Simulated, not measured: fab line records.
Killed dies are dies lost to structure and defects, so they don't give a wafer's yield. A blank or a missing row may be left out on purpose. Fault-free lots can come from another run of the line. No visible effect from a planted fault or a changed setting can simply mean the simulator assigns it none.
Which of the tools did it? :: flow nand-harc :: 72 wafers sampled from 24 lots at 1 step of a route of 1302

## WHAT THE GAUGES SHOWED, per wafer
NHARC_A_ONON_D2_INSPECT_32.
lot: L074
measured: day 12 15:14
on: defect-inspect-02
raw-defect-count: 379 347 389

lot: L075
measured: day 13 14:19
on: defect-inspect-02
raw-defect-count: 384 294 328

lot: L076
measured: day 13 20:53
on: defect-inspect-01
raw-defect-count: 385 248 532

lot: L078
measured: day 14 05:53
on: defect-inspect-02
raw-defect-count: 271 685 303

lot: L077
measured: day 14 13:41
on: defect-inspect-01
raw-defect-count: 310 293 385

lot: L079
measured: day 14 13:46
on: defect-inspect-02
raw-defect-count: 283 226 293

lot: L081
measured: day 15 12:31
on: defect-inspect-02
raw-defect-count: 448 378 502

lot: L080
measured: day 15 18:38
on: defect-inspect-02
raw-defect-count: 328 385 543

lot: L084
measured: day 16 14:03
on: defect-inspect-02
raw-defect-count: 350 261 268

lot: L082
measured: day 16 14:08
on: defect-inspect-02
raw-defect-count: 303 324 453

lot: L083
measured: day 16 18:11
on: defect-inspect-02
raw-defect-count: 241 276 360

lot: L086
measured: day 17 10:25
on: defect-inspect-02
raw-defect-count: 321 795 512

lot: L085
measured: day 17 10:32
on: defect-inspect-02
raw-defect-count: 370 306 657

lot: L087
measured: day 18 07:00
on: defect-inspect-01
raw-defect-count: 351 208 295

lot: L089
measured: day 19 08:08
on: defect-inspect-02
raw-defect-count: 531 307 376

lot: L088
measured: day 19 08:08
on: defect-inspect-01
raw-defect-count: 351 615 801

lot: L090
measured: day 19 18:13
on: defect-inspect-02
raw-defect-count: 251 194 241

lot: L091
measured: day 19 18:16
on: defect-inspect-01
raw-defect-count: 374 225 391

lot: L092
measured: day 20 17:31
on: defect-inspect-02
raw-defect-count: 381 364 401

lot: L093
measured: day 20 21:51
on: defect-inspect-02
raw-defect-count: 799 389 343

lot: L095
measured: day 21 14:20
on: defect-inspect-02
raw-defect-count: 415 235 330

lot: L094
measured: day 21 14:20
on: defect-inspect-01
raw-defect-count: 216 254 364

lot: L096
measured: day 22 10:32
on: defect-inspect-02
raw-defect-count: 296 285 307

lot: L097
measured: day 22 20:05
on: defect-inspect-02
raw-defect-count: 399 785 540

## WHAT TOOL EACH LOT RAN ON (gives the tool, then ch and the chambers of the sampled wafers, and finally the start)
Record: no process step prior to these readings.

## AS READ BY THE TOOLS THEMSELVES (means over the sampled wafers that have a number; for cases with no such wafer, the mark the record gives instead)
The record holds no such reading with a usual standard deviation.

## THE ANSWER, worked out from the rows above alone
Rule: the usual values come from the lots themselves. Put in order of their means at a reading, lots are off if they are a third of the lots or fewer, leave a main group of 4 or more, and stand apart from it by a gap of 3 or more times the standard deviation of the main group's means; of several such gaps the widest counts. Not used: any main group whose means are identical at the precision the tables above print for the reading. A lot without any number at a reading at which 4 lots or more have one is off too. The other lots that the step has rows for count as sound. The gauges are gone through in route order, then the tools' own readings, and for those a lot's mean is taken as printed above. At the first step where some lot is off, the reading lying furthest off is the one used; lots without a number count as furthest.
None of the lots is off at any reading shown; this tells nothing.

## WHAT THE SIMULATOR HAD INSERTED
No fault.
